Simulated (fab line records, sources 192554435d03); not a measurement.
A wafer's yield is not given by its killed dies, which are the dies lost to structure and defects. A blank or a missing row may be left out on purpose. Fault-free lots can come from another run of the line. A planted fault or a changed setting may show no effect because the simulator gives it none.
Which tool did it? ; flow n5_finfet ; 11 lots with 33 wafers sampled at 3 steps, on a route of 1938 steps

## WHAT THE GAUGES SHOWED, per wafer
N5_PASSIVATION_OVL_MEAS_60.
lot;measured;on;TV_OVL (nm)
L306;day 12 07:10;overlay-02;-4 8 0
L307;day 13 06:48;overlay-01;9 11 7
L308;day 12 23:34;overlay-01;6 2 4
L309;day 13 15:52;overlay-01;7 -1 0
L310;day 13 23:43;overlay-01;-3 5 6
L311;day 14 06:56;overlay-01;1 -2 -5
L313;day 14 18:55;overlay-01;3 1 3
L314;day 14 18:23;overlay-01;13 10 0
L315;day 14 19:35;overlay-01;7 -1 0
L317;day 15 05:04;overlay-02;7 -4 3
L325;day 17 01:12;overlay-02;11 8 9

## TOOL THAT RAN EACH LOT (tool first, then ch and the chambers of the sampled wafers, then the start)
lot;N5_GATE_CUT_ALD_22;N5_MIM_BOT_ETCH_ETCH_04
L306;ald_sin-04 ch 0,1,3, day 4 12:01;rie_diel-01 ch 0,2, day 12 05:32
L307;ald_sin-04 ch 0,1, day 4 21:02;rie_diel-01 ch 1,2,3, day 13 04:24
L308;ald_sin-03 ch 1,2, day 5 04:35;rie_diel-01 ch 0,1,2, day 12 20:13
L309;ald_sin-04 ch 1,2, day 5 05:38;rie_diel-02 ch 0,2,3, day 13 14:20
L310;ald_sin-03 ch 0,3, day 5 17:22;rie_diel-02 ch 0,1,2, day 13 18:53
L311;ald_sin-03 ch 0,2, day 5 20:42;rie_diel-01 ch 0,2, day 14 01:51
L313;ald_sin-04 ch 1,2, day 6 12:02;rie_diel-01 ch 1,2, day 14 17:38
L314;ald_sin-04 ch 1,2, day 6 13:30;rie_diel-01 ch 0,2,3, day 14 16:58
L315;ald_sin-04 ch 0,1,3, day 6 22:47;rie_diel-02 ch 1,3, day 14 17:58
L317;ald_sin-04 ch 0,2,3, day 7 10:01;rie_diel-02 ch 1,2,3, day 15 03:41
L325;ald_sin-03 ch 0,1,3, day 9 11:05;rie_diel-02 ch 0,2,3, day 16 23:21
- N5_GATE_CUT_ALD_22: deposits SiNx, target thk 16 nm, pulse time 1 s, ald cycles 320.
- N5_MIM_BOT_ETCH_ETCH_04: etches SiNx in CF4/O2, target depth 26 nm, time 13 s.

## THE ANSWER, worked out from the rows above alone
Rule: usual is defined by the lots themselves. Put in order of their means at a reading, lots are off if they are a third of the lots or fewer, leave a main group of 4 or more, and stand apart from it by a gap of 3 or more times the standard deviation of the main group's means; of several such gaps the widest counts. A main group whose means are all the same, to the digits that the tables above print for the reading, isn't used. Also off: a lot with no number at a reading for which 4 or more lots have one. All remaining lots with rows at the step are treated as sound.
Nothing can be told from this: no lot is off at any reading shown.

## WHAT THE SIMULATOR PUT IN
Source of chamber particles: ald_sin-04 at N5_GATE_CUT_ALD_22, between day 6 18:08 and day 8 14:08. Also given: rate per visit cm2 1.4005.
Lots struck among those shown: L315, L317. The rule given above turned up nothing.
